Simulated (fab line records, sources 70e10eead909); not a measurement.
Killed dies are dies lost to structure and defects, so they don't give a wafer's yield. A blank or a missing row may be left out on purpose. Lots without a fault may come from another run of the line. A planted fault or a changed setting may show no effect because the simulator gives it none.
A struck lot beside a sound one | flow nand_harc | 15 steps out of a route of 1159
Sound: wafers L339.2, L339.3, L339.6. Struck: wafer L347.4. (L347.5, L347.6 of the same lot were not struck and are left out.) The cause comes at the end.
At each step with rows: each side's tool, then ch and its chambers, then its first start. Under that, the readings that differ: sound wafers | struck wafers | difference of the means | sigmas: that difference in standard deviations of wafers without a fault.
alike: readings whose means differ by less than 2 such deviations, and words and numbers that are the same on both sides. not compared: withheld readings, readings that some wafer has no value for, bounds like >300 that may hide the same value, and numbers for which the record gives no deviation and whose values overlap.
The two part at a step that has a row with sigmas, a row that says differs or no value, or rows on one side only. Numbers that don't overlap but have no deviation are shown without sigmas and don't part them. A reading that every wafer of one side lacks parts them only if that side has two wafers or more.

NHARC_A_CONTACT_ETCH_118: etches the open film in C4F8/O2/Ar, time 94 s, target depth 922 nm.
  sound on har_cap_etch-01 ch 0, day 16 08:47; struck on har_cap_etch-03 ch 1, day 18 23:17
  alike: oes_air_line_au
  not compared: rf_hours_counter_h, run_length_s
then, 1 step without rows for these wafers: NHARC_A_CONTACT_ETCH_119 (etches the open film in C4F8/O2/Ar, time 94 s, target depth 922 nm).
NHARC_A_CONTACT_ETCH_120: etches the open film in C4F8/O2/Ar, time 94 s, target depth 922 nm.
  sound on har_cap_etch-01 ch 0, day 16 08:58; struck on har_cap_etch-03 ch 1, day 18 23:31
  alike: oes_air_line_au
  not compared: rf_hours_counter_h, run_length_s
then, 1 step without rows for these wafers: NHARC_A_CONTACT_ETCH_121 (etches the open film in C4F8/O2/Ar, time 94 s, target depth 922 nm).
NHARC_A_CONTACT_ETCH_122: etches the open film in C4F8/O2/Ar, time 95 s, target depth 930 nm.
  sound on har_cap_etch-01 ch 0, day 16 09:08; struck on har_cap_etch-03 ch 1, day 18 23:46
  alike: oes_air_line_au
  not compared: rf_hours_counter_h, run_length_s
then, 1 step without rows for these wafers: NHARC_A_CONTACT_ETCH_123 (etches the open film in C4F8/O2/Ar, time 253 s, target depth 1090 nm).
NHARC_A_CONTACT_ETCH_90: etches the open film in CH3F/O2, target depth 40 nm, time 85.7 s.
  sound on rie_diel-13 ch 1,2, day 16 09:49; struck on rie_diel-07 ch 2, day 19 00:35
  alike: drypump_motor_current_A, mfc_ar_sccm, oes_product_au, rf_vpp_V, run_length_s, showerhead_plenum_p_Torr, throttle_valve_pct
  not compared: rf_hours_counter_h
NHARC_A_CONTACT_ETCH_96: etches the open film in C4F6/O2, target depth 20 nm, time 10 s.
  sound on rie_diel-13 ch 1,2,3; struck on rie_diel-07 ch 0
  reading                     | sound       | struck | difference | sigmas
  drypump_motor_current_A (A) | 5.4 5.6 6.3 | 5.0    | -0.8       | -2
  alike: c4f6_flow_sccm, mfc_ar_sccm, oes_product_au, rf_vpp_V, run_length_s, showerhead_plenum_p_Torr, throttle_valve_pct
  not compared: rf_hours_counter_h
NHARC_A_CONTACT_CD_MEAS_53:
  sound on cd_sem-01, day 16 10:02; struck on cd_sem-03, day 19 00:46
  alike: cd_nm
then, 3 steps without rows for these wafers: NHARC_A_CONTACT_STRIP_99 (strips in N2/H2); NHARC_A_CONTACT_STRIP_100 (strips in CF4/CHF3); NHARC_A_CONTACT_STRIP_101 (strips in O2/COS).
NHARC_A_CONTACT_ETCH_102: etches the open film in CF4/O2, target depth 70 nm, overetch 7 nm, time 38.5 s.
  sound on rie_diel-13 ch 0,2, day 16 10:20; struck on rie_diel-07 ch 0, day 19 01:04
  reading          | sound          | struck | difference | sigmas
  run_length_s (s) | 60.2 59.2 60.1 | 56.0   | -3.8       | -9
  alike: drypump_motor_current_A, mfc_ar_sccm, oes_product_au, rf_vpp_V, showerhead_plenum_p_Torr, throttle_valve_pct
  not compared: rf_hours_counter_h
then, 1 step without rows for these wafers: NHARC_A_CONTACT_STRIP_55 (strips in O2).
-- the record jumps here: 3 days lie between the struck wafers' starts before and after (it left off in module A_CONTACT and takes up again in module END, whose first step shown is number 1159 of the route) --
NHARC_END_SORT_01:
  the record has rows for the struck wafers here (prober-01 ch 0, day 21 23:59) and none for the sound ones

WHERE THEY PART
First at NHARC_A_CONTACT_ETCH_96; last, within this record, at NHARC_END_SORT_01.

WHY: what the simulator had put in
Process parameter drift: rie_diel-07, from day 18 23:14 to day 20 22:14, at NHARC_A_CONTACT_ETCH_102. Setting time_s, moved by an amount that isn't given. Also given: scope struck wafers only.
